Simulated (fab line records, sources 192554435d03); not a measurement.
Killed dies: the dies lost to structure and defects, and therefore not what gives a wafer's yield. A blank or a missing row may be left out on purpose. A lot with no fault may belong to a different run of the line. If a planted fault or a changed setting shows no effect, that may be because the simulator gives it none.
Matching of chambers :: flow n5-finfet :: 4 sister chambers for N5_BEOL_M10_CMP_52 on cmp-01
The step polishes, stops on SiCOH lowk, t overpolish 7 s, target thk 140 nm. 7 wafers are shown with their chamber, then 8 later ones without.

== WAFERS PAIRED WITH THEIR CHAMBERS ==
wafer: L080.5
chamber: 0
motor-current-A (A): 6.8
time-to-endpoint-s (s): 61

wafer: L085.2
chamber: 0
motor-current-A (A): 7.0
time-to-endpoint-s (s): 61

wafer: L085.6
chamber: 1
motor-current-A (A): 5.6
time-to-endpoint-s (s): 71

wafer: L090.1
chamber: 2
motor-current-A (A): 5.9
time-to-endpoint-s (s): 66

wafer: L090.2
chamber: 1
motor-current-A (A): 5.7
time-to-endpoint-s (s): 70

wafer: L090.4
chamber: 3
motor-current-A (A): 6.1
time-to-endpoint-s (s): 64

wafer: L089.2
chamber: 3
motor-current-A (A): 6.0
time-to-endpoint-s (s): 64

== WAFERS WHOSE CHAMBER IS MISSING ==
wafer: L089.4
motor-current-A (A): 5.6
time-to-endpoint-s (s): 70

wafer: L089.5
motor-current-A (A): 6.7
time-to-endpoint-s (s): 61

wafer: L096.2
motor-current-A (A): 5.5
time-to-endpoint-s (s): 68

wafer: L096.3
motor-current-A (A): 5.6
time-to-endpoint-s (s): 63

wafer: L096.5
motor-current-A (A): 5.4
time-to-endpoint-s (s): 70

wafer: L095.3
motor-current-A (A): 5.2
time-to-endpoint-s (s): 69

wafer: L095.4
motor-current-A (A): 5.9
time-to-endpoint-s (s): 68

wafer: L095.5
motor-current-A (A): 5.4
time-to-endpoint-s (s): 69

== THE CHAMBER EACH PASSED THROUGH ==
wafer: L089.4
from the rows above: 1
in truth: 1

wafer: L089.5
from the rows above: 0
in truth: 0

wafer: L096.2
from the rows above: can't be placed: 1 or 2
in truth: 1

wafer: L096.3
from the rows above: 3
in truth: 3

wafer: L096.5
from the rows above: 1
in truth: 1

wafer: L095.3
from the rows above: 1
in truth: 1

wafer: L095.4
from the rows above: can't be placed: 2 or 1
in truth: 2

wafer: L095.5
from the rows above: 1
in truth: 1
Correct placement for 6 of the 8. From these rows, 2 cannot be placed; in 2 the true chamber is one of the candidates. Wrongly placed: 0.
How it was worked out, from the rows above alone: a wafer's distance from a chamber is the root of the sum, over the readings, of the square of ((its reading less the chamber's mean) divided by the reading's scatter). The wafer belongs to the nearest chamber; if the next one is less than 2 further off, it can't be placed. For every chamber, the mean is computed from those of its wafers that are shown. How the scatter is found: for the shown wafers, subtract from each reading the mean of its chamber, square and add these, divide the total by (wafers less chambers), then take the root.
